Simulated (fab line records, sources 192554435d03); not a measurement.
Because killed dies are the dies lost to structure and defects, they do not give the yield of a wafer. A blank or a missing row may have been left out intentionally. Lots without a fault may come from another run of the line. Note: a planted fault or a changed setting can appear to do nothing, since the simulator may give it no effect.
The tool behind it: which one? || flow n5Finfet || 27 wafers from 9 lots sampled at 5 of the route's 1938 steps

## WHAT EACH GAUGE READ, for each wafer
N5_BEOL_M4_RC_MEAS_101. Usual: DIBL_N 37.5 mV/V, standard deviation 1.9; DIBL_P 37.3 mV/V, standard deviation 2.4; IOFF_N 0.18 nA/um, standard deviation 0.038; IOFF_P 0.23 nA/um, standard deviation 0.045; ION_N 677 uA/um, standard deviation 11; ION_P 464 uA/um, standard deviation 8.1; SS_N 72.0 mV/dec, standard deviation 0.68; SS_P 73.5 mV/dec, standard deviation 0.77; VT_N 249 mV, standard deviation 3.3; VT_P -249 mV, standard deviation 3.6.
{"lot": "L769", "measured": "day 8 00:23", "on": "prober-02", "DIBL_N (mV/V)": "38.1 40.4 37.6", "DIBL_P (mV/V)": "37.5 40.1 36.8", "IOFF_N (nA/um)": "0.18 0.23 0.17", "IOFF_P (nA/um)": "0.20 0.24 0.19", "ION_N (uA/um)": "672 687 665", "ION_P (uA/um)": "449 465 451", "SS_N (mV/dec)": "72.3 73.4 71.6", "SS_P (mV/dec)": "73.7 73.7 73.8", "VT_N (mV)": "250 248 252", "VT_P (mV)": "-251 -249 -254", "flag": ""}
{"lot": "L770", "measured": "day 7 19:20", "on": "prober-01", "DIBL_N (mV/V)": "38.4 36.5 39.9", "DIBL_P (mV/V)": "37.3 36.1 39.5", "IOFF_N (nA/um)": "0.22 0.17 0.24", "IOFF_P (nA/um)": "0.24 0.21 0.27", "ION_N (uA/um)": "688 667 679", "ION_P (uA/um)": "468 460 461", "SS_N (mV/dec)": "72.3 71.8 72.8", "SS_P (mV/dec)": "74.0 73.1 74.7", "VT_N (mV)": "242 248 245", "VT_P (mV)": "-247 -253 -247", "flag": ""}
{"lot": "L781", "measured": "day 11 03:20", "on": "prober-02", "DIBL_N (mV/V)": "41.0 37.7 39.6", "DIBL_P (mV/V)": "43.1 37.0 40.5", "IOFF_N (nA/um)": "0.25 0.18 0.24", "IOFF_P (nA/um)": "0.32 0.21 0.28", "ION_N (uA/um)": "676 684 684", "ION_P (uA/um)": "464 460 470", "SS_N (mV/dec)": "73.2 72.2 73.1", "SS_P (mV/dec)": "75.0 73.8 74.4", "VT_N (mV)": "247 250 241", "VT_P (mV)": "-244 -250 -247", "flag": ""}
{"lot": "L782", "measured": "day 11 05:46", "on": "prober-02", "DIBL_N (mV/V)": "34.8 37.4 38.5", "DIBL_P (mV/V)": "34.9 37.4 39.7", "IOFF_N (nA/um)": "0.13 0.16 0.19", "IOFF_P (nA/um)": "0.18 0.21 0.25", "ION_N (uA/um)": "673 659 685", "ION_P (uA/um)": "458 455 471", "SS_N (mV/dec)": "70.5 71.8 71.4", "SS_P (mV/dec)": "72.1 73.2 73.7", "VT_N (mV)": "254 250 248", "VT_P (mV)": "-250 -253 -248", "flag": ""}
{"lot": "L785", "measured": "day 12 09:42", "on": "prober-01", "DIBL_N (mV/V)": "38.6 42.1 40.1", "DIBL_P (mV/V)": "38.3 41.9 38.9", "IOFF_N (nA/um)": "0.18 0.27 0.22", "IOFF_P (nA/um)": "0.26 0.32 0.26", "ION_N (uA/um)": "678 703 697", "ION_P (uA/um)": "468 473 474", "SS_N (mV/dec)": "72.4 73.1 73.2", "SS_P (mV/dec)": "74.2 75.1 74.1", "VT_N (mV)": "246 244 247", "VT_P (mV)": "-246 -243 -249", "flag": ""}
{"lot": "L788", "measured": "day 12 19:32", "on": "prober-02", "DIBL_N (mV/V)": "36.3 37.6 38.5", "DIBL_P (mV/V)": "36.1 37.0 37.8", "IOFF_N (nA/um)": "0.15 0.17 0.17", "IOFF_P (nA/um)": "0.20 0.21 0.21", "ION_N (uA/um)": "689 677 669", "ION_P (uA/um)": "471 458 457", "SS_N (mV/dec)": "71.4 71.7 72.2", "SS_P (mV/dec)": "72.4 72.8 73.7", "VT_N (mV)": "249 248 253", "VT_P (mV)": "-251 -250 -252", "flag": ""}
{"lot": "L789", "measured": "day 13 05:11", "on": "prober-02", "DIBL_N (mV/V)": "38.6 39.7 40.7", "DIBL_P (mV/V)": "39.3 40.5 41.6", "IOFF_N (nA/um)": "0.18 0.23 0.23", "IOFF_P (nA/um)": "0.24 0.26 0.27", "ION_N (uA/um)": "681 683 692", "ION_P (uA/um)": "464 463 470", "SS_N (mV/dec)": "71.8 72.4 72.7", "SS_P (mV/dec)": "74.7 74.5 74.2", "VT_N (mV)": "247 244 245", "VT_P (mV)": "-250 -249 -249", "flag": ""}
{"lot": "L791", "measured": "day 13 12:23", "on": "prober-02", "DIBL_N (mV/V)": "38.9 36.0 34.5", "DIBL_P (mV/V)": "38.9 36.7 36.0", "IOFF_N (nA/um)": "0.22 0.15 0.13", "IOFF_P (nA/um)": "0.25 0.21 0.20", "ION_N (uA/um)": "682 675 664", "ION_P (uA/um)": "458 466 462", "SS_N (mV/dec)": "72.6 71.9 71.6", "SS_P (mV/dec)": "73.9 72.7 73.4", "VT_N (mV)": "248 249 253", "VT_P (mV)": "-249 -248 -250", "flag": ""}
{"lot": "L792", "measured": "day 13 19:59", "on": "prober-02", "DIBL_N (mV/V)": "41.6 37.2 38.0", "DIBL_P (mV/V)": "42.9 36.3 37.6", "IOFF_N (nA/um)": "0.28 0.17 0.17", "IOFF_P (nA/um)": "0.37 0.24 0.23", "ION_N (uA/um)": "705 670 670", "ION_P (uA/um)": "480 462 462", "SS_N (mV/dec)": "72.5 71.4 72.1", "SS_P (mV/dec)": "75.0 73.9 73.2", "VT_N (mV)": "243 249 251", "VT_P (mV)": "-242 -245 -251", "flag": ""}

## WHAT TOOL EACH LOT RAN ON (gives the tool, then ch and the chambers of the sampled wafers, and finally the start)
{"lot": "L769", "N5_GATE_CUT_STRIP_42": "rieDiel-01 ch 1,3, day 4 12:10", "N5_GATE_CUT_CUT_ETCH_54": "rieMetal-01 ch 0, day 4 12:28", "N5_GATE_CUT_CUT_ETCH_55": "rieMetal-01 ch 0, day 4 12:34", "N5_GATE_CUT_VAPOR_ETCH_51": "rieMetal-01 ch 0, day 4 12:49"}
{"lot": "L770", "N5_GATE_CUT_STRIP_42": "rieDiel-05 ch 0,1,2, day 4 15:49", "N5_GATE_CUT_CUT_ETCH_54": "rieMetal-03 ch 0,1, day 4 16:01", "N5_GATE_CUT_CUT_ETCH_55": "rieMetal-03 ch 0,1, day 4 16:04", "N5_GATE_CUT_VAPOR_ETCH_51": "rieMetal-03 ch 0,1, day 4 16:11"}
{"lot": "L781", "N5_GATE_CUT_STRIP_42": "rieDiel-01 ch 1,2,3, day 7 14:37", "N5_GATE_CUT_CUT_ETCH_54": "rieMetal-01 ch 0,1, day 7 14:49", "N5_GATE_CUT_CUT_ETCH_55": "rieMetal-01 ch 0,1, day 7 14:53", "N5_GATE_CUT_VAPOR_ETCH_51": "rieMetal-01 ch 0,1, day 7 15:00"}
{"lot": "L782", "N5_GATE_CUT_STRIP_42": "rieDiel-05 ch 0,1,3, day 7 20:06", "N5_GATE_CUT_CUT_ETCH_54": "rieMetal-01 ch 0,1, day 7 20:18", "N5_GATE_CUT_CUT_ETCH_55": "rieMetal-01 ch 0,1, day 7 20:22", "N5_GATE_CUT_VAPOR_ETCH_51": "rieMetal-01 ch 0,1, day 7 20:29"}
{"lot": "L785", "N5_GATE_CUT_STRIP_42": "rieDiel-05 ch 0,2,3, day 8 13:31", "N5_GATE_CUT_CUT_ETCH_54": "rieMetal-03 ch 0,1, day 8 13:43", "N5_GATE_CUT_CUT_ETCH_55": "rieMetal-03 ch 0,1, day 8 13:47", "N5_GATE_CUT_VAPOR_ETCH_51": "rieMetal-03 ch 0,1, day 8 13:54"}
{"lot": "L788", "N5_GATE_CUT_STRIP_42": "rieDiel-02 ch 0,2,3, day 9 05:58", "N5_GATE_CUT_CUT_ETCH_54": "rieMetal-03 ch 0,1, day 9 06:12", "N5_GATE_CUT_CUT_ETCH_55": "rieMetal-03 ch 0,1, day 9 06:15", "N5_GATE_CUT_VAPOR_ETCH_51": "rieMetal-03 ch 0,1, day 9 06:22"}
{"lot": "L789", "N5_GATE_CUT_STRIP_42": "rieDiel-01 ch 1,2,3, day 9 11:55", "N5_GATE_CUT_CUT_ETCH_54": "rieMetal-02 ch 0,1, day 9 12:07", "N5_GATE_CUT_CUT_ETCH_55": "rieMetal-02 ch 0,1, day 9 12:11", "N5_GATE_CUT_VAPOR_ETCH_51": "rieMetal-02 ch 0,1, day 9 12:18"}
{"lot": "L791", "N5_GATE_CUT_STRIP_42": "rieDiel-05 ch 0,1,3, day 10 00:47", "N5_GATE_CUT_CUT_ETCH_54": "rieMetal-02 ch 0,1, day 10 00:59", "N5_GATE_CUT_CUT_ETCH_55": "rieMetal-02 ch 0,1, day 10 01:03", "N5_GATE_CUT_VAPOR_ETCH_51": "rieMetal-02 ch 0,1, day 10 01:10"}
{"lot": "L792", "N5_GATE_CUT_STRIP_42": "rieDiel-02 ch 0,3, day 10 06:06", "N5_GATE_CUT_CUT_ETCH_54": "rieMetal-03 ch 0,1, day 10 06:19", "N5_GATE_CUT_CUT_ETCH_55": "rieMetal-03 ch 0,1, day 10 06:22", "N5_GATE_CUT_VAPOR_ETCH_51": "rieMetal-03 ch 0,1, day 10 06:29"}
- N5_GATE_CUT_STRIP_42: strips in O2.
- N5_GATE_CUT_CUT_ETCH_54: etches TiN in Cl2/BCl3, target depth 96.7 nm.
- N5_GATE_CUT_CUT_ETCH_55: etches HfO2 in BCl3, target depth 3.2 nm.
- N5_GATE_CUT_VAPOR_ETCH_51: etches HfO2 in BCl3/Cl2.

## WHAT THE TOOLS THEMSELVES READ (means of the sampled wafers that have a number; where no wafer has one, the mark that the record gives instead)
N5_GATE_CUT_STRIP_42. Usual: drypumpMotorCurrentA 5.88 A, standard deviation 0.29; oesProductAu 0.79 a.u., standard deviation 0.088; rfVppV 3.6 V, standard deviation 0.52; showerheadPlenumPTorr 2.09 Torr, standard deviation 0.056; throttleValvePct 16.65 %, standard deviation 0.24.
{"lot": "L769", "tool": "rieDiel-01", "drypumpMotorCurrentA (A)": 6.01, "oesProductAu (a.u.)": 0.78, "rfVppV (V)": 3.8, "showerheadPlenumPTorr (Torr)": 2.05, "throttleValvePct (%)": 16.65, "flag": ""}
{"lot": "L770", "tool": "rieDiel-05", "drypumpMotorCurrentA (A)": 5.60, "oesProductAu (a.u.)": 0.83, "rfVppV (V)": 3.9, "showerheadPlenumPTorr (Torr)": 2.06, "throttleValvePct (%)": 16.70, "flag": ""}
{"lot": "L781", "tool": "rieDiel-01", "drypumpMotorCurrentA (A)": 5.90, "oesProductAu (a.u.)": 0.82, "rfVppV (V)": 3.0, "showerheadPlenumPTorr (Torr)": 2.07, "throttleValvePct (%)": 16.50, "flag": ""}
{"lot": "L782", "tool": "rieDiel-05", "drypumpMotorCurrentA (A)": 5.71, "oesProductAu (a.u.)": 0.76, "rfVppV (V)": 3.1, "showerheadPlenumPTorr (Torr)": 2.08, "throttleValvePct (%)": 16.79, "flag": ""}
{"lot": "L785", "tool": "rieDiel-05", "drypumpMotorCurrentA (A)": 5.78, "oesProductAu (a.u.)": 0.79, "rfVppV (V)": 3.4, "showerheadPlenumPTorr (Torr)": 2.10, "throttleValvePct (%)": 16.64, "flag": ""}
{"lot": "L788", "tool": "rieDiel-02", "drypumpMotorCurrentA (A)": 5.93, "oesProductAu (a.u.)": 0.90, "rfVppV (V)": 3.8, "showerheadPlenumPTorr (Torr)": 2.19, "throttleValvePct (%)": 16.66, "flag": ""}
{"lot": "L789", "tool": "rieDiel-01", "drypumpMotorCurrentA (A)": 5.87, "oesProductAu (a.u.)": 0.80, "rfVppV (V)": 3.6, "showerheadPlenumPTorr (Torr)": 2.07, "throttleValvePct (%)": 16.52, "flag": ""}
{"lot": "L791", "tool": "rieDiel-05", "drypumpMotorCurrentA (A)": 5.72, "oesProductAu (a.u.)": 0.75, "rfVppV (V)": 3.4, "showerheadPlenumPTorr (Torr)": 2.08, "throttleValvePct (%)": 16.80, "flag": ""}
{"lot": "L792", "tool": "rieDiel-02", "drypumpMotorCurrentA (A)": 5.74, "oesProductAu (a.u.)": 0.79, "rfVppV (V)": 3.0, "showerheadPlenumPTorr (Torr)": 2.15, "throttleValvePct (%)": 16.76, "flag": ""}

N5_GATE_CUT_CUT_ETCH_54. Usual: drypumpMotorCurrentA 5.6 A, standard deviation 0.46; etchRfOnTimeS 36.8 s, standard deviation 0.76; heBacksideLeakSccm 3.43 sccm, standard deviation 0.27; oesProductAu 0.67 a.u., standard deviation 0.11; rfFwdPowerW 981 W, standard deviation 5.3; throttleValvePct 22.39 %, standard deviation 0.27.
{"lot": "L769", "tool": "rieMetal-01", "drypumpMotorCurrentA (A)": 4.9, "etchRfOnTimeS (s)": 36.5, "heBacksideLeakSccm (sccm)": 3.10, "oesProductAu (a.u.)": 0.87, "rfFwdPowerW (W)": 988, "throttleValvePct (%)": 22.73, "flag": ""}
{"lot": "L770", "tool": "rieMetal-03", "drypumpMotorCurrentA (A)": 5.6, "etchRfOnTimeS (s)": 36.2, "heBacksideLeakSccm (sccm)": 3.27, "oesProductAu (a.u.)": 0.78, "rfFwdPowerW (W)": 976, "throttleValvePct (%)": 22.05, "flag": ""}
{"lot": "L781", "tool": "rieMetal-01", "drypumpMotorCurrentA (A)": 5.2, "etchRfOnTimeS (s)": 34.4, "heBacksideLeakSccm (sccm)": 3.21, "oesProductAu (a.u.)": 0.76, "rfFwdPowerW (W)": 1063, "throttleValvePct (%)": 22.52, "flag": "OFF"}
{"lot": "L782", "tool": "rieMetal-01", "drypumpMotorCurrentA (A)": 5.2, "etchRfOnTimeS (s)": 34.2, "heBacksideLeakSccm (sccm)": 3.22, "oesProductAu (a.u.)": 0.76, "rfFwdPowerW (W)": 1064, "throttleValvePct (%)": 22.52, "flag": "OFF"}
{"lot": "L785", "tool": "rieMetal-03", "drypumpMotorCurrentA (A)": 5.6, "etchRfOnTimeS (s)": 36.5, "heBacksideLeakSccm (sccm)": 3.14, "oesProductAu (a.u.)": 0.75, "rfFwdPowerW (W)": 978, "throttleValvePct (%)": 22.06, "flag": ""}
{"lot": "L788", "tool": "rieMetal-03", "drypumpMotorCurrentA (A)": 5.6, "etchRfOnTimeS (s)": 36.2, "heBacksideLeakSccm (sccm)": 3.15, "oesProductAu (a.u.)": 0.75, "rfFwdPowerW (W)": 975, "throttleValvePct (%)": 22.07, "flag": ""}
{"lot": "L789", "tool": "rieMetal-02", "drypumpMotorCurrentA (A)": 5.8, "etchRfOnTimeS (s)": 37.3, "heBacksideLeakSccm (sccm)": 3.69, "oesProductAu (a.u.)": 0.57, "rfFwdPowerW (W)": 981, "throttleValvePct (%)": 22.49, "flag": ""}
{"lot": "L791", "tool": "rieMetal-02", "drypumpMotorCurrentA (A)": 5.8, "etchRfOnTimeS (s)": 37.5, "heBacksideLeakSccm (sccm)": 3.68, "oesProductAu (a.u.)": 0.56, "rfFwdPowerW (W)": 981, "throttleValvePct (%)": 22.49, "flag": ""}
{"lot": "L792", "tool": "rieMetal-03", "drypumpMotorCurrentA (A)": 5.6, "etchRfOnTimeS (s)": 36.0, "heBacksideLeakSccm (sccm)": 3.34, "oesProductAu (a.u.)": 0.74, "rfFwdPowerW (W)": 975, "throttleValvePct (%)": 22.07, "flag": ""}

N5_GATE_CUT_CUT_ETCH_55. Usual: drypumpMotorCurrentA 5.6 A, standard deviation 0.46; heBacksideLeakSccm 3.45 sccm, standard deviation 0.25; oesProductAu 0.74 a.u., standard deviation 0.12; rfFwdPowerW 441.2 W, standard deviation 2.4; throttleValvePct 33.3 %, standard deviation 0.67.
{"lot": "L769", "tool": "rieMetal-01", "drypumpMotorCurrentA (A)": 4.9, "heBacksideLeakSccm (sccm)": 3.06, "oesProductAu (a.u.)": 0.98, "rfFwdPowerW (W)": 442.3, "throttleValvePct (%)": 34.2, "flag": ""}
{"lot": "L770", "tool": "rieMetal-03", "drypumpMotorCurrentA (A)": 5.6, "heBacksideLeakSccm (sccm)": 3.28, "oesProductAu (a.u.)": 0.86, "rfFwdPowerW (W)": 439.1, "throttleValvePct (%)": 33.0, "flag": ""}
{"lot": "L781", "tool": "rieMetal-01", "drypumpMotorCurrentA (A)": 5.2, "heBacksideLeakSccm (sccm)": 3.33, "oesProductAu (a.u.)": 0.82, "rfFwdPowerW (W)": 443.3, "throttleValvePct (%)": 33.6, "flag": ""}
{"lot": "L782", "tool": "rieMetal-01", "drypumpMotorCurrentA (A)": 5.2, "heBacksideLeakSccm (sccm)": 3.35, "oesProductAu (a.u.)": 0.82, "rfFwdPowerW (W)": 442.4, "throttleValvePct (%)": 33.6, "flag": ""}
{"lot": "L785", "tool": "rieMetal-03", "drypumpMotorCurrentA (A)": 5.6, "heBacksideLeakSccm (sccm)": 3.24, "oesProductAu (a.u.)": 0.83, "rfFwdPowerW (W)": 439.3, "throttleValvePct (%)": 33.1, "flag": ""}
{"lot": "L788", "tool": "rieMetal-03", "drypumpMotorCurrentA (A)": 5.6, "heBacksideLeakSccm (sccm)": 3.12, "oesProductAu (a.u.)": 0.82, "rfFwdPowerW (W)": 440.2, "throttleValvePct (%)": 33.1, "flag": ""}
{"lot": "L789", "tool": "rieMetal-02", "drypumpMotorCurrentA (A)": 5.9, "heBacksideLeakSccm (sccm)": 3.69, "oesProductAu (a.u.)": 0.63, "rfFwdPowerW (W)": 439.1, "throttleValvePct (%)": 33.3, "flag": ""}
{"lot": "L791", "tool": "rieMetal-02", "drypumpMotorCurrentA (A)": 5.9, "heBacksideLeakSccm (sccm)": 3.67, "oesProductAu (a.u.)": 0.63, "rfFwdPowerW (W)": 441.7, "throttleValvePct (%)": 33.3, "flag": ""}
{"lot": "L792", "tool": "rieMetal-03", "drypumpMotorCurrentA (A)": 5.6, "heBacksideLeakSccm (sccm)": 3.19, "oesProductAu (a.u.)": 0.81, "rfFwdPowerW (W)": 438.7, "throttleValvePct (%)": 33.1, "flag": ""}

N5_GATE_CUT_VAPOR_ETCH_51. Usual: drypumpMotorCurrentA 5.6 A, standard deviation 0.46; heBacksideLeakSccm 3.45 sccm, standard deviation 0.29; oesProductAu 0.74 a.u., standard deviation 0.12.
{"lot": "L769", "tool": "rieMetal-01", "drypumpMotorCurrentA (A)": 4.9, "heBacksideLeakSccm (sccm)": 3.02, "oesProductAu (a.u.)": 0.97, "flag": ""}
{"lot": "L770", "tool": "rieMetal-03", "drypumpMotorCurrentA (A)": 5.6, "heBacksideLeakSccm (sccm)": 3.66, "oesProductAu (a.u.)": 0.85, "flag": ""}
{"lot": "L781", "tool": "rieMetal-01", "drypumpMotorCurrentA (A)": 5.2, "heBacksideLeakSccm (sccm)": 3.12, "oesProductAu (a.u.)": 0.82, "flag": ""}
{"lot": "L782", "tool": "rieMetal-01", "drypumpMotorCurrentA (A)": 5.2, "heBacksideLeakSccm (sccm)": 3.28, "oesProductAu (a.u.)": 0.81, "flag": ""}
{"lot": "L785", "tool": "rieMetal-03", "drypumpMotorCurrentA (A)": 5.6, "heBacksideLeakSccm (sccm)": 3.30, "oesProductAu (a.u.)": 0.82, "flag": ""}
{"lot": "L788", "tool": "rieMetal-03", "drypumpMotorCurrentA (A)": 5.6, "heBacksideLeakSccm (sccm)": 3.17, "oesProductAu (a.u.)": 0.82, "flag": ""}
{"lot": "L789", "tool": "rieMetal-02", "drypumpMotorCurrentA (A)": 5.8, "heBacksideLeakSccm (sccm)": 3.75, "oesProductAu (a.u.)": 0.64, "flag": ""}
{"lot": "L791", "tool": "rieMetal-02", "drypumpMotorCurrentA (A)": 5.9, "heBacksideLeakSccm (sccm)": 3.73, "oesProductAu (a.u.)": 0.63, "flag": ""}
{"lot": "L792", "tool": "rieMetal-03", "drypumpMotorCurrentA (A)": 5.6, "heBacksideLeakSccm (sccm)": 3.05, "oesProductAu (a.u.)": 0.81, "flag": ""}

## THE ANSWER, worked out from the rows above alone
Rule: lot off if the mean of its wafers having a number is beyond 3 standard deviations from the usual mean. Also off: a lot with no number at a reading for which 4 or more lots have one. Where the step has rows for the other lots, those lots are counted as sound. First the gauges in route order, then the tools' own readings, where a lot's mean is used as printed above. At the first step where some lot is off, the reading lying furthest off is the one used; lots without a number count as furthest.
Off at N5_GATE_CUT_CUT_ETCH_54 (rfFwdPowerW): L781, L782.
A tool fits if, at that step or a process step before it, it ran every lot that is off, and no sound lot after the first of them. One candidate fits, namely rieMetal-01 at N5_GATE_CUT_CUT_ETCH_54. Its last sound lot is L769 (day 4 12:28), its first lot that is off L781 (day 7 14:49): a fault that began between those two fits.
On the lots that are off, the tool's own readings at N5_GATE_CUT_CUT_ETCH_54 differ by more than 5 times the standard deviation of the sound lots' means, which bears it out; rfFwdPowerW reads 1064 W there versus 979 W on the sound lots.

## WHAT HAD BEEN PUT IN BY THE SIMULATOR
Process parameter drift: rieMetal-01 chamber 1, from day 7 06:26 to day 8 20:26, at N5_GATE_CUT_CUT_ETCH_54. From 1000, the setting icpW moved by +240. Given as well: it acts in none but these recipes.
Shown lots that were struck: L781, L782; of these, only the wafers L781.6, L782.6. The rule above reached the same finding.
